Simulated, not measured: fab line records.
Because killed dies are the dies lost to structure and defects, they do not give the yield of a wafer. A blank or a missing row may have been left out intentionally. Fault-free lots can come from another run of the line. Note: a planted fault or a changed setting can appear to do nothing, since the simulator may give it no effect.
fab line records	flow n5-finfet
[record] lots = 10	wafers = 30	last-day = 17
route steps=1938 shown BEOL_M1@802 BEOL_M4@1111 PASSIVATION@1936
lots that met no fault: taken from a fault-free run of the same line
start-h: hours from the record's first day to the start of the lot's first wafer shown	wait-h: hours elapsed since this lot's preceding step	" as in the row above	L1.1+2: several wafers, shown together as one row	- no value, or no start given	* or withheld: withheld	< > ~ a bound
route shown NAME@n: a module of which the file shows steps, and the number in the route of the first	usual: mean and standard deviation over wafers with no fault	same: alike in all rows	chamber/n: place in a boat	sites: the reading at each site	_std_site: how widely they spread, as a standard deviation	_edge_site: outer sites' mean less inner sites'	radius-mm: for every site, how far away it sits from the centre of the wafer	mask NAME#n: copy n	behind: the most recent tool/chamber to have shaped the wafer	hold: cause of the lot's hold/its duration in hours/its outcome	device: names the non-switching transistor (n, p or np)	end of line: the route-end tests of the same wafers	a step given without rows: its recipe and nothing more	killed: dies that structure and defects cost at the first sort, which is not the same as the wafer's yield	map: the dies of a wafer, with x for killed, . for not killed, _ for no die there
set.NAME: the setting the step ran with; set.NAME@STEP: the setting that earlier step ran with	model.NAME: the simulator's own value behind a step, which no gauge read
the route's steps for a sample of lots (tables are steps, rows are wafers)
services: a tool's chamber out of use, with start hour (start-h, from the record's first day; less than 0 if before it), hours out, and reason
[[steps]]
[step N5_BEOL_M1_STRIP_97]
[recipe] chemistry = N2/H2	time-s = 10	power-w = 450	temp-c = 40	pressure-mtorr = 20	rf-frequency-hz = 6e+07	bias-power-w = 7	n2-flow-sccm = 200	h2-flow-sccm = 200
[usual] drypump-motor-current-A = 5.7/0.38	oes-product-au = 0.80/0.074	rf-vpp-V = 59.1/0.81	showerhead-plenum-p-Torr = 2.54/0.058	temp-c = 40.00/0.11	throttle-valve-pct = 23.5/0.33
lot.wafer	tool	chamber	start-h	wait-h	drypump-motor-current-A	oes-product-au	rf-hours-counter-h	rf-vpp-V	showerhead-plenum-p-Torr	temp-c	throttle-valve-pct
L322.4	rie-diel-03	3	-	-	6.2	0.90	34	59.2	2.60	40.00	23.4
L322.5	"	0	"	"	6.2	0.79	-	59.1	2.45	40.04	23.2
L322.6	"	3	"	"	6.3	0.90	-	60.5	2.60	40.09	23.4
L323.2	rie-diel-05	2	-	-	5.0	0.89	23	59.5	2.59	40.02	22.8
L323.3	"	1	"	"	6.3	0.80	95	60.6	2.55	39.98	24.0
L323.6	"	0	"	"	5.7	0.70	-	57.3	2.50	40.03	23.8
L330.3	rie-diel-05	2	-	-	5.0	0.89	34	59.2	2.58	39.87	22.8
L330.5	"	1	"	"	6.2	0.80	-	57.7	2.55	40.04	24.0
L330.6	"	2	"	"	5.0	0.89	-	58.7	2.58	39.79	22.8
L331.2	rie-diel-01	0	-	-	5.6	0.75	152	59.6	2.55	40.17	23.7
L331.5	"	0	"	"	5.6	0.75	-	59.8	2.55	40.15	23.7
L331.6	"	3	"	"	5.1	0.96	-	59.0	2.60	40.02	23.3
L332.2	rie-diel-05	2	-	-	5.0	0.88	39	59.9	2.58	40.00	22.8
L332.5	"	3	"	"	5.4	0.72	-	59.7	2.51	39.93	23.9
L332.6	"	0	"	"	5.7	0.69	-	59.1	2.50	40.09	23.8
L333.1	rie-diel-03	0	-	-	6.2	0.77	138	58.6	2.44	39.96	23.2
L333.4	"	3	"	"	6.2	0.88	51	59.3	2.59	40.08	23.4
L333.6	"	0	"	"	6.2	0.78	-	58.3	2.44	39.85	23.3
L336.1	rie-diel-01	2	-	-	5.7	0.82	78	59.0	2.46	39.89	23.1
L336.2	"	3	"	"	5.2	0.94	19	59.0	2.60	40.16	23.3
L336.4	"	1	"	"	5.7	0.82	100	58.7	2.56	39.89	23.6
L335.1	rie-diel-01	1	-	-	5.7	0.81	102	59.3	2.56	40.16	23.6
L335.2	"	0	"	"	5.6	0.74	161	58.8	2.54	40.16	23.7
L335.6	"	3	"	"	5.1	0.93	-	58.2	2.60	39.83	23.4
L337.2	rie-diel-03	0	-	-	6.2	0.76	148	58.4	2.44	39.94	23.3
L337.4	"	3	"	"	6.2	0.86	-	59.6	2.58	39.77	23.4
L337.5	"	1	"	"	6.1	0.72	-	60.3	2.64	39.98	23.8
L338.1	rie-diel-03	0	-	-	6.2	0.76	149	58.5	2.44	39.74	23.3
L338.2	"	1	"	"	6.2	0.71	179	59.7	2.64	39.91	23.8
L338.5	"	0	"	"	6.2	0.76	-	59.0	2.44	39.91	23.3
[step N5_BEOL_M1_CD_MEAS_35]
[recipe] target-cd-nm = 18	target-cd-y-nm = 21	polarity = opening
[usual] cd-nm = 18.14/0.29
lot.wafer	tool	chamber	start-h	wait-h	cd-nm
L322.4	cd-sem-02	-	172.79	0.0	18.38
L322.5	"	-	"	"	18.17
L322.6	"	-	"	"	18.35
L323.2	cd-sem-01	-	176.37	0.0	17.97
L323.3	"	-	"	"	18.24
L323.6	"	-	"	"	18.25
L330.3	cd-sem-02	-	211.59	0.0	18.47
L330.5	"	-	"	"	18.27
L330.6	"	-	"	"	18.42
L332.2	cd-sem-01	-	229.27	0.0	17.92
L332.5	"	-	"	"	17.94
L332.6	"	-	"	"	17.91
L331.2	cd-sem-01	-	229.33	0.0	18.22
L331.5	"	-	"	"	18.56
L331.6	"	-	"	"	18.13
L333.1	cd-sem-03	-	235.26	0.0	18.26
L333.4	"	-	"	"	18.29
L333.6	"	-	"	"	18.05
L336.1	cd-sem-02	-	257.05	0.0	18.19
L336.2	"	-	"	"	18.40
L336.4	"	-	"	"	17.82
L335.1	cd-sem-03	-	260.47	0.0	17.93
L335.2	"	-	"	"	17.89
L335.6	"	-	"	"	17.76
L337.2	cd-sem-01	-	261.14	0.0	18.09
L337.4	"	-	"	"	18.16
L337.5	"	-	"	"	18.41
L338.1	cd-sem-01	-	263.33	0.0	18.45
L338.2	"	-	"	"	17.63
L338.5	"	-	"	"	18.23
[step N5_BEOL_M1_SPUTTER_79]
[recipe] material = Cu	target-thk-a = 45	temp-c = -20	chamber-pressure-pa = 0.07	power-w = withheld	time-s = 8.29
[usual] chamber-pressure-pa = 0.07/0.00014	chuck-gas-flow-sccm = 1.26/0.054	throttle-valve-pct = 30.1/0.39
lot.wafer	tool	chamber	start-h	wait-h	chamber-pressure-pa	chuck-gas-flow-sccm	throttle-valve-pct
L322.4	pvd-sputter-02	-	174.59	0.1	0.07008	1.22	30.7
L322.5	"	-	"	"	0.07014	1.25	30.4
L322.6	"	-	"	"	0.06996	1.28	30.0
L323.2	pvd-sputter-03	-	177.58	0.1	0.0702	1.28	29.8
L323.3	"	-	"	"	0.07	1.23	30.3
L323.6	"	-	"	"	0.07011	1.23	30.1
L330.3	pvd-sputter-01	-	212.70	0.1	-	-	-
L330.5	"	-	"	"	-	-	-
L330.6	"	-	"	"	-	-	-
L332.2	pvd-sputter-03	-	230.24	0.1	-	-	-
L332.5	"	-	"	"	-	-	-
L332.6	"	-	"	"	-	-	-
L331.2	pvd-sputter-02	-	230.39	0.1	-	-	-
L331.5	"	-	"	"	-	-	-
L331.6	"	-	"	"	-	-	-
L333.1	pvd-sputter-01	-	236.81	0.1	0.06998	1.20	29.7
L333.4	"	-	"	"	0.07003	1.26	30.2
L333.6	"	-	"	"	0.06985	1.17	30.1
L336.1	pvd-sputter-03	-	258.32	0.1	0.06995	1.24	30.4
L336.2	"	-	"	"	0.06989	1.31	29.8
L336.4	"	-	"	"	0.06992	1.24	30.3
L335.1	pvd-sputter-03	-	261.40	0.1	0.06992	1.25	29.8
L335.2	"	-	"	"	0.06995	1.25	30.6
L335.6	"	-	"	"	0.07002	1.24	30.3
L337.2	pvd-sputter-02	-	262.77	0.1	0.07013	1.29	30.1
L337.4	"	-	"	"	0.06999	1.22	30.9
L337.5	"	-	"	"	0.06992	1.32	30.2
L338.1	pvd-sputter-02	-	265.09	0.1	0.06991	1.22	30.6
L338.2	"	-	"	"	0.07013	1.27	30.2
L338.5	"	-	"	"	0.06991	1.27	30.0
[step N5_BEOL_M1_ANNEAL_80]
[recipe] temp-c = 400	time-s = 240	ambient = vacuum
[usual] heater-power-w = 844/110
lot.wafer	tool	chamber	start-h	wait-h	heater-power-w
L322.4	pvd-sputter-02	-	174.67	0.0	1044
L322.5	"	-	"	"	774
L322.6	"	-	"	"	686
L323.2	pvd-sputter-03	-	177.66	0.0	840
L323.3	"	-	"	"	714
L323.6	"	-	"	"	756
L330.3	pvd-sputter-01	-	212.78	0.0	873
L330.5	"	-	"	"	781
L330.6	"	-	"	"	963
L332.2	pvd-sputter-03	-	230.32	0.0	736
L332.5	"	-	"	"	755
L332.6	"	-	"	"	872
L331.2	pvd-sputter-02	-	230.47	0.0	723
L331.5	"	-	"	"	688
L331.6	"	-	"	"	1015
L333.1	pvd-sputter-01	-	236.89	0.0	1032
L333.4	"	-	"	"	927
L333.6	"	-	"	"	938
L336.1	pvd-sputter-03	-	258.40	0.0	764
L336.2	"	-	"	"	827
L336.4	"	-	"	"	773
L335.1	pvd-sputter-03	-	261.48	0.0	838
L335.2	"	-	"	"	738
L335.6	"	-	"	"	745
L337.2	pvd-sputter-02	-	262.85	0.0	778
L337.4	"	-	"	"	1038
L337.5	"	-	"	"	781
L338.1	pvd-sputter-02	-	265.17	0.0	1063
L338.2	"	-	"	"	779
L338.5	"	-	"	"	808
[step N5_BEOL_M4_RC_MEAS_101]
[usual] DIBL_N = 36.4/1.4	DIBL_P = 36.3/1.5	IOFF_N = 0.162/0.023	IOFF_P = 0.211/0.027	ION_N = 676/9.7	ION_P = 463/6.4	SS_N = 71.5/0.5	SS_P = 73.3/0.6	VT_N = 249.3/2.5	VT_P = -249.9/2.8
lot.wafer	tool	chamber	start-h	wait-h	DIBL_N[mV/V]	DIBL_P[mV/V]	IOFF_N[nA/um]	IOFF_P[nA/um]	ION_N[uA/um]	ION_P[uA/um]	SS_N[mV/dec]	SS_P[mV/dec]	VT_N[mV]	VT_P[mV]
L322.4	prober-01	0	212.91	0.5	33.7	33.6	0.121	0.176	664	462	70.7	72.0	253.4	-253.6
L322.5	"	0	"	"	36.4	36.3	0.162	0.223	671	461	70.9	72.7	249.2	-250.1
L322.6	"	0	"	"	37.4	38.2	0.174	0.237	670	458	71.6	73.3	249.3	-247.8
L323.2	prober-01	0	217.96	0.2	36.1	37.9	0.168	0.210	679	464	71.3	74.0	247.3	-248.0
L323.3	"	0	"	"	35.1	36.0	0.144	0.177	674	458	71.2	73.6	250.4	-253.1
L323.6	"	0	"	"	34.5	35.8	0.128	0.178	660	460	71.1	73.0	252.3	-252.5
L330.3	prober-01	0	254.92	0.3	35.0	35.2	0.154	0.215	688	472	71.2	74.1	246.0	-248.1
L330.5	"	0	"	"	35.0	35.0	0.155	0.213	680	469	70.3	73.4	250.0	-248.0
L330.6	"	0	"	"	35.4	35.9	0.172	0.230	681	466	71.2	73.5	244.4	-247.5
L332.2	prober-02	0	262.77	0.2	34.5	34.5	0.114	0.160	675	458	70.7	72.1	257.0	-254.2
L332.5	"	0	"	"	36.7	37.4	0.153	0.189	671	455	71.2	73.1	250.9	-253.6
L332.6	"	0	"	"	37.1	37.9	0.167	0.222	683	460	71.2	73.3	250.9	-250.4
L333.1	prober-02	0	269.98	0.0	40.7	39.0	0.230	0.267	675	460	72.9	74.4	247.4	-248.4
L333.4	"	0	"	"	37.8	36.8	0.179	0.214	682	466	71.9	74.1	247.4	-249.9
L333.6	"	0	"	"	38.3	36.3	0.175	0.209	669	454	72.8	73.3	249.5	-248.8
L331.2	prober-02	0	272.06	0.2	36.4	35.6	0.141	0.203	683	470	71.8	73.0	250.3	-251.5
L331.5	"	0	"	"	38.5	38.1	0.177	0.247	692	472	71.7	73.6	246.2	-246.2
L331.6	"	0	"	"	36.7	36.1	0.150	0.213	676	467	72.1	72.8	248.3	-247.7
L336.1	prober-01	0	294.52	0.0	37.0	36.4	0.156	0.200	667	459	72.0	74.1	250.4	-252.9
L336.2	"	0	"	"	37.3	36.7	0.175	0.210	675	459	71.3	74.1	249.3	-251.6
L336.4	"	0	"	"	36.8	36.8	0.174	0.204	687	470	71.8	74.6	245.5	-251.3
L335.1	prober-02	0	295.55	0.0	36.0	34.2	0.153	0.213	670	462	71.6	73.0	250.2	-250.2
L335.2	"	0	"	"	36.4	33.9	0.162	0.216	661	457	71.6	71.9	250.8	-246.2
L335.6	"	0	"	"	36.4	35.0	0.162	0.231	665	466	71.4	73.6	250.8	-248.0
L337.2	prober-01	0	296.27	0.2	36.9	36.1	0.163	0.192	676	459	71.7	73.5	249.4	-251.9
L337.4	"	0	"	"	40.8	42.2	0.254	0.309	706	473	72.2	75.0	244.1	-243.8
L337.5	"	0	"	"	38.4	38.3	0.188	0.240	699	472	71.9	74.3	248.1	-250.8
L338.1	prober-02	0	297.84	0.0	34.1	32.7	0.122	0.172	674	465	70.9	72.6	252.4	-251.9
L338.2	"	0	"	"	37.0	36.4	0.164	0.225	673	463	71.6	73.3	248.5	-248.6
L338.5	"	0	"	"	35.6	35.0	0.149	0.198	691	470	71.2	73.7	247.3	-248.5
[step N5_PASSIVATION_PROBE_49]
[usual] defect-limited-yield = 91.3/1.3	killed_at_M0_to_M3 = 33/8.9	killed_at_M4_up = 15/5.4	killed-at-contacts = 13/5.8	killed-at-front-end = 39/9.9	killed-at-other = 3.2/2.9	killed-dies = 102/15	killed-open = 68/12	killed-short = 34/7.6	sort_bin_4_leakage = 0.00/0.007	sort_bin_5_function = 5.1/0.89	sort_bin_6_memory = 3.2/0.63	sort-n-pass = 1078/15	sort-yield-pct = 91.3/1.3
[same] gross-dies = 1180	killed-at-back-side = 0	sort_bin_8_speed[%] = 0
lot.wafer	tool	chamber	start-h	wait-h	defect-limited-yield[%]	killed_at_M0_to_M3	killed_at_M4_up	killed-at-contacts	killed-at-front-end	killed-at-other	killed-dies	killed-open	killed-short	sort_bin_4_leakage[%]	sort_bin_5_function[%]	sort_bin_6_memory[%]	sort-n-pass	sort-yield-pct[%]
L322.4	prober-01	-	318.07	0.2	91.4	39	8	12	38	5	102	55	47	0	4.7	3.3	1078	91.4
L322.5	prober-01	-	318.12	0.2	90.3	36	13	16	45	4	114	79	35	0	5.2	4.2	1066	90.3
L322.6	prober-01	-	318.17	0.3	91.4	24	12	16	46	3	101	69	32	0	4.6	3.6	1079	91.4
L323.2	prober-01	-	324.75	0.1	92.5	29	11	12	36	0	88	54	33	0	5.1	2.2	1092	92.5
L323.3	prober-01	-	324.80	0.1	94.4	25	6	4	29	2	66	42	24	0	3.8	1.8	1114	94.4
L323.6	prober-01	-	324.95	0.3	93.0	24	7	20	28	4	83	55	27	0	4.5	2.3	1097	93.0
L330.3	prober-02	-	360.31	0.1	89.7	44	12	9	57	0	122	72	46	0	4.8	5.2	1058	89.7
L330.5	prober-02	-	360.41	0.2	90.6	31	22	15	43	0	111	69	37	0	4.8	4.1	1069	90.6
L330.6	prober-02	-	360.46	0.3	90.3	38	8	10	59	0	115	58	52	0	5.4	3.9	1065	90.3
L332.2	prober-02	-	364.78	0.1	88.9	53	14	23	40	1	131	89	28	0	7.0	4.0	1049	88.9
L332.5	prober-02	-	364.93	0.2	89.4	47	15	15	48	0	125	75	44	0	6.3	3.8	1055	89.4
L332.6	prober-02	-	364.98	0.3	88.8	53	13	18	45	3	132	87	34	0	5.9	4.8	1048	88.8
L331.2	prober-02	-	374.12	0.1	91.5	34	16	13	34	3	100	62	33	0	5.3	3.1	1080	91.5
L331.5	prober-02	-	374.27	0.2	91.2	28	12	16	43	5	104	67	28	0	5.6	2.9	1076	91.2
L331.6	prober-02	-	374.32	0.3	89.8	37	14	18	46	5	120	76	32	0	5.5	4.3	1060	89.8
// killed by level:class
L322.4 BEOL_M0_SAQP:geometric-particle:short=13 FIN_SAQP:geometric-particle:short=9 BEOL_M0_SAQP:geometric-particle:open=9 FIN_SAQP:geometric-particle:open=8 MOL_CONTACT_COAG:geometric-particle:short=6 MOL_CONTACT_COAG:geometric-particle:open=6 STI_FIN_REVEAL:geometric-particle:open=4 DUMMY_GATE:geometric-particle:open=4
L322.5 BEOL_M0_SAQP:geometric-particle:open=14 MOL_CONTACT_COAG:geometric-particle:open=12 FIN_SAQP:geometric-particle:open=9 STI_FIN_REVEAL:geometric-particle:open=9 BEOL_M4:geometric-particle:open=8 BEOL_M2:geometric-particle:open=8 GATE_CUT:geometric-particle:short=7 BEOL_M0_SAQP:geometric-particle:short=7
L322.6 MOL_CONTACT_COAG:geometric-particle:open=13 FIN_SAQP:geometric-particle:short=12 FIN_SAQP:geometric-particle:open=11 BEOL_M0_SAQP:geometric-particle:open=8 STI_FIN_REVEAL:geometric-particle:open=7 BEOL_M2:geometric-particle:open=6 BEOL_M4:geometric-particle:open=4 STARTING-WAFER:geometric-particle:open=3
L323.2 STI_FIN_REVEAL:geometric-particle:open=10 MOL_CONTACT_COAG:geometric-particle:open=8 BEOL_M0_SAQP:geometric-particle:short=8 BEOL_M2:geometric-particle:open=6 FIN_SAQP:geometric-particle:short=5 STI_FIN_REVEAL:geometric-particle:short=5 MOL_CONTACT_COAG:geometric-particle:short=4 BEOL_M1:geometric-particle:open=4
L323.3 STI_FIN_REVEAL:geometric-particle:open=8 BEOL_M3:geometric-particle:open=7 FIN_SAQP:geometric-particle:short=6 BEOL_M2:geometric-particle:open=6 BEOL_M0_SAQP:geometric-particle:short=5 BEOL_M0_SAQP:geometric-particle:open=4 FIN_SAQP:geometric-particle:open=3 GATE_CUT:geometric-particle:short=3
L323.6 MOL_CONTACT_COAG:geometric-particle:open=12 MOL_CONTACT_COAG:geometric-particle:short=8 BEOL_M1:geometric-particle:open=8 BEOL_M2:geometric-particle:open=7 FIN_SAQP:geometric-particle:open=5 STI_FIN_REVEAL:geometric-particle:short=4 STI_FIN_REVEAL:geometric-particle:open=4 DUMMY_GATE:geometric-particle:open=4
L330.3 FIN_SAQP:geometric-particle:short=13 BEOL_M0_SAQP:geometric-particle:open=13 BEOL_M0_SAQP:geometric-particle:short=11 MOL_CONTACT_COAG:geometric-particle:open=9 STI_FIN_REVEAL:geometric-particle:open=8 GATE_CUT:geometric-particle:short=7 BEOL_M4:geometric-particle:open=7 BEOL_M3:geometric-particle:open=6
L330.5 MOL_CONTACT_COAG:geometric-particle:open=13 FIN_SAQP:geometric-particle:open=8 BEOL_M5:geometric-particle:open=8 FIN_SAQP:geometric-particle:short=7 STI_FIN_REVEAL:geometric-particle:open=7 BEOL_M0_SAQP:geometric-particle:short=7 BEOL_M3:geometric-particle:open=7 BEOL_M1:interface-void-opened=5
L330.6 FIN_SAQP:geometric-particle:short=21 BEOL_M0_SAQP:geometric-particle:short=12 FIN_SAQP:geometric-particle:open=10 MOL_CONTACT_COAG:geometric-particle:open=9 BEOL_M0_SAQP:geometric-particle:open=8 STARTING-WAFER:geometric-particle:short=6 DUMMY_GATE:geometric-particle:open=5 GATE_CUT:geometric-particle:short=5
L332.2 MOL_CONTACT_COAG:geometric-particle:open=21 BEOL_M1:interface-void-opened=13 BEOL_M0_SAQP:geometric-particle:open=11 BEOL_M3:geometric-particle:open=11 STI_FIN_REVEAL:geometric-particle:open=10 FIN_SAQP:geometric-particle:short=8 BEOL_M2:geometric-particle:open=8 BEOL_M0_SAQP:geometric-particle:short=7
L332.5 STI_FIN_REVEAL:geometric-particle:open=13 MOL_CONTACT_COAG:geometric-particle:open=12 BEOL_M0_SAQP:geometric-particle:short=12 BEOL_M0_SAQP:geometric-particle:open=9 BEOL_M3:geometric-particle:open=8 FIN_SAQP:geometric-particle:open=7 GATE_CUT:geometric-particle:short=6 BEOL_M2:geometric-particle:open=6
L332.6 MOL_CONTACT_COAG:geometric-particle:open=15 STI_FIN_REVEAL:geometric-particle:open=12 BEOL_M3:geometric-particle:open=12 BEOL_M0_SAQP:geometric-particle:open=10 BEOL_M1:interface-void-opened=8 BEOL_M1:geometric-particle:open=7 FIN_SAQP:geometric-particle:open=6 FIN_SAQP:geometric-particle:short=5
L331.2 MOL_CONTACT_COAG:geometric-particle:open=9 BEOL_M0_SAQP:geometric-particle:short=9 BEOL_M4:geometric-particle:open=8 BEOL_M3:geometric-particle:open=8 STI_FIN_REVEAL:geometric-particle:open=7 DUMMY_GATE:geometric-particle:open=7 FIN_SAQP:geometric-particle:short=5 BEOL_M1:interface-void-opened=4
L331.5 STI_FIN_REVEAL:geometric-particle:open=13 MOL_CONTACT_COAG:geometric-particle:open=13 FIN_SAQP:geometric-particle:open=10 BEOL_M1:interface-void-opened=8 BEOL_M4:geometric-particle:open=8 STI_FIN_REVEAL:geometric-particle:short=6 BEOL_M3:geometric-particle:open=5 FIN_SAQP:geometric-particle:short=4
L331.6 STI_FIN_REVEAL:geometric-particle:open=16 MOL_CONTACT_COAG:geometric-particle:open=13 BEOL_M0_SAQP:geometric-particle:open=9 BEOL_M1:interface-void-opened=9 DUMMY_GATE:geometric-particle:open=7 BEOL_M0_SAQP:geometric-particle:short=6 STARTING-WAFER:geometric-particle:open=5 MOL_CONTACT_COAG:geometric-particle:short=5
[[services]]
tool	chamber	start-h	hours	kind
pvd-sputter-01	-	164.86	1.5	repair
rie-diel-01	3	177.08	-	clean
rie-diel-01	3	177.08	-	consumable-replace:focus-ring
rie-diel-01	3	177.08	12.5	scheduled-down
rie-diel-01	3	177.08	12.5	vent-cycle
pvd-sputter-02	-	187.05	3.7	repair
rie-diel-01	-	232.90	2.8	pm
rie-diel-03	2	248.66	32.5	repair
rie-diel-05	-	255.94	4.4	repair
rie-diel-03	3	261.12	1.6	repair
rie-diel-05	0	261.54	-	clean
rie-diel-05	0	261.54	-	consumable-replace:focus-ring
[[key]]
[first-sign] step = N5_BEOL_M1_SPUTTER_79	reading = tool-record	direction = missing
effect none on later readings
met-at N5_BEOL_M1_SPUTTER_79
struck-lots L330,L331,L332
not-acting-at N5_BEOL_M1_STRIP_97,N5_BEOL_M1_CD_MEAS_35,N5_BEOL_M1_ANNEAL_80
onset-between 177.58 212.70
[fault] kind = skipped-step-whole	tool = pvd-sputter-01,pvd-sputter-02,pvd-sputter-03	chamber = -	onset-h = 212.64	steps = N5_BEOL_M1_SPUTTER_79	scope = struck-lots-only
